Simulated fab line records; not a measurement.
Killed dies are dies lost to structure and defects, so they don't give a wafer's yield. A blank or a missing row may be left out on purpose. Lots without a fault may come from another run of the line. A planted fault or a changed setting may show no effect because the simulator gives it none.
A struck lot beside a sound one    flow n5_finfet    37 steps out of a route of 1938
Sound: the wafers L309.2, L309.3, L309.6. The struck wafers were L305.1, L305.5, L305.6. The cause is given at the end.
Per side, at each step with rows, come the tool, then ch with its chambers, and then its first start. Under that, the readings that differ: sound wafers    struck wafers    difference of the means    sigmas: that difference in standard deviations of wafers without a fault.
alike: readings with means less than 2 such deviations apart, plus words and numbers identical on both sides. not compared: withheld readings, readings lacking a value on some wafer, bounds such as >300 that could conceal the same value, and numbers that have no deviation in the record and whose values overlap.
Wherever a step has rows on one side only, a row that says differs or no value, or a row with sigmas, the two part there. Numbers that don't overlap but have no deviation are shown without sigmas and don't part them. A reading that every wafer of one side lacks parts them only if that side has two wafers or more.

first, 8 steps without rows for these wafers: N5_BEOL_M0_ECD_118 (material Cu, target thk 300 nm); N5_BEOL_M0_ANNEAL_119 (time 90 s); N5_BEOL_M0_CMP_120 (polishes, stops on SiOC, t overpolish 6.9 s); N5_BEOL_M0_PRE_CLEAN_131 (time 15 s); N5_BEOL_M0_CO_CAP_123 (material Co, precursor CCTBA/H2, target thk 2 nm, time 102.1 s); N5_BEOL_M0_PRE_CLEAN_124 (time 15 s); N5_BEOL_M0_DEP_125 (deposits SiCN from 3MS/NH3, target thk 8 nm, time 14 s); N5_BEOL_M1_ILD_DEP_00 (deposits SiOC from DEMS/O2, target thk 79 nm, time 15.3 s).
N5_BEOL_M1_PECVD_72: deposits SiO2 from TEOS/O2, target thk 16 nm, time 18 s.
  sound on pecvd-01 ch 0,1,2, day 11 04:23; struck on pecvd-04 ch 0,1, day 9 19:55
reading                                     sound                 struck                difference  sigmas
heater_power_outer_w (W)                    560 431 343           257 314 260           -168        -2
susceptor_temp_C (C)                        399.99 399.90 399.59  351.06 350.52 350.87  -49.01      -99 or more
model.SiO2_of_BEOL_M1_PECVD_72.thk_nm (nm)  16 15.8 16            20.6 20.8 21          +4.9        
  alike: heater_power_w, showerhead_plenum_p_Torr, showerhead_vpp_V, throttle_valve_pct
then, 25 steps without rows for these wafers: N5_BEOL_M1_HM_DEP_02 (deposits TiN, target thk 20 nm); N5_BEOL_M1_COAT_61 (time 60 s, resist thk 60 nm); N5_BEOL_M1_COAT_62 (time 60 s, resist thk 12 nm); N5_BEOL_M1_COAT_73 (time 60 s, resist thk 5 nm); N5_BEOL_M1_COAT_05 (resist thk 30 nm); N5_BEOL_M1_EBR_07; N5_BEOL_M1_SOFTBAKE_06 (time 60 s); N5_BEOL_M1_EXPOSE_08 (exposes mask M1); N5_BEOL_M1_PEB_09 (peb time 60 s); N5_BEOL_M1_DEVELOP_10 (develop time 30 s); N5_BEOL_M1_DESCUM_16 (chemistry O2, time 7 s); N5_BEOL_M1_ETCH_74 (etches underlayer in N2/H2, target depth 6.5 nm, time 5.2 s); N5_BEOL_M1_ETCH_63 (etches SiARC in CF4, target depth 15.6 nm, time 26 s); N5_BEOL_M1_ETCH_64 (etches SOC in N2/H2, target depth 75 nm, overetch 15 nm, time 112.5 s); N5_BEOL_M1_STRIP_65 (strips in N2/H2); N5_BEOL_M1_STRIP_75 (strips in N2/H2); N5_BEOL_M1_STRIP_66 (strips in CF4); N5_BEOL_M1_HM_OPEN_17 (chemistry Cl2/BCl3, target TiN, target depth 20 nm, overetch 6 nm); N5_BEOL_M1_STRIP_19 (strips in O2); N5_BEOL_M1_COAT_67 (time 60 s, resist thk 60 nm); N5_BEOL_M1_COAT_68 (time 60 s, resist thk 12 nm); N5_BEOL_M1_COAT_76 (time 60 s, resist thk 5 nm); N5_BEOL_M1_COAT_22 (resist thk 30 nm); N5_BEOL_M1_EBR_24; N5_BEOL_M1_SOFTBAKE_23 (time 60 s).
N5_BEOL_M1_HM_STRIP_39: strips TiN in peroxide tin strip, target depth 25 nm, time 158 s.
  sound on wet_bench-02 ch 2,5,7, day 11 08:58; struck on wet_bench-02 ch 4,6,7, day 10 00:35
reading                                     sound           struck          difference  sigmas
model.SiO2_of_BEOL_M1_PECVD_72.thk_nm (nm)  15.8 15.8 15.8  20.4 20.8 20.8  +4.9        
  alike: bath_heat_duty_pct
N5_BEOL_M1_CMP_52: polishes, stops on SiOC, t overpolish 6.8 s, target thk 40 nm.
  sound on cmp-02 ch 1,3, day 11 13:12; struck on cmp-01 ch 1,2, day 10 05:43
reading                       sound           struck          difference  sigmas
barrier_field_endpoint_s (s)  24.0 24.9 23.8  30.4 30.1 31.0  +6.3        +11
  alike: edge_zone_pressure_frac, motor_current_A
N5_BEOL_M4_RC_MEAS_101:
  sound on prober-01 ch 0, day 13 14:33; struck on prober-01 ch 0, day 12 04:27
reading         sound           struck          difference  sigmas
IOFF_N (nA/um)  0.21 0.27 0.20  0.15 0.15 0.12  -0.09       -2
SS_N (mV/dec)   72.1 73.0 72.6  71.2 69.8 70.7  -2.0        -3
VT_N (mV)       248 239 247     252 251 257     +9          +2
  alike: DIBL_N, DIBL_P, IOFF_P, ION_N, ION_P, SS_P, VT_P

## WHERE THEY PART
Last at N5_BEOL_M4_RC_MEAS_101 as far as this record goes, first at N5_BEOL_M1_PECVD_72.

WHY: whatever the simulator had introduced
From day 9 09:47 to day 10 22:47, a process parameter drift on pecvd-04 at N5_BEOL_M1_PECVD_72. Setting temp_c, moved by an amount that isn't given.
